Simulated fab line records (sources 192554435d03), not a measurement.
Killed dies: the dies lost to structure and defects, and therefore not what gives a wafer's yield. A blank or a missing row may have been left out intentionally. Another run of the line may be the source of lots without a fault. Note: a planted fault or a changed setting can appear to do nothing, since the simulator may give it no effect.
Matching of chambers ; flow n5_finfet ; N5_STI_FIN_REVEAL_STRIP_24 on rie_diel-02 has 4 sister chambers
The step strips in N2/H2, time 90 s. 7 wafers are shown with their chamber, then 7 later ones without.

## WAFERS WITH THEIR CHAMBER
wafer;chamber;showerhead_plenum_p_Torr (Torr);throttle_valve_pct (%)
L075.3;1;3.20;12.34
L077.2;3;3.19;12.50
L080.1;2;3.45;12.18
L080.3;3;3.18;12.53
L085.3;2;3.44;12.22
L086.3;0;3.49;11.95
L086.4;0;3.49;11.95

## WAFERS WITHOUT THEIR CHAMBER
wafer;showerhead_plenum_p_Torr (Torr);throttle_valve_pct (%)
L086.5;3.44;12.23
L087.1;3.44;12.23
L087.4;3.58;11.93
L087.5;3.49;11.99
L092.4;3.57;11.94
L092.5;3.59;11.77
L092.6;3.48;11.99

## WHICH CHAMBER EACH WENT THROUGH
wafer;from the rows above;in truth
L086.5;2;2
L087.1;2;2
L087.4;0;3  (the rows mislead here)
L087.5;0;0
L092.4;0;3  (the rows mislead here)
L092.5;0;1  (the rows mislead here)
L092.6;0;0
Placed correctly: 4 of 7. Number that these rows cannot place: 0. Number placed wrongly: 3.
How it was worked out, from the rows above alone: a wafer's distance from a chamber is the root of the sum, over the readings, of the square of ((its reading less the chamber's mean) divided by the reading's scatter). The wafer belongs to the nearest chamber; if the next one is less than 2 further off, it can't be placed. Each chamber's mean is taken over the wafers shown for it. The scatter: take each reading less its chamber's mean, square it, sum over the shown wafers, divide by the number of wafers less the number of chambers, and take the root.
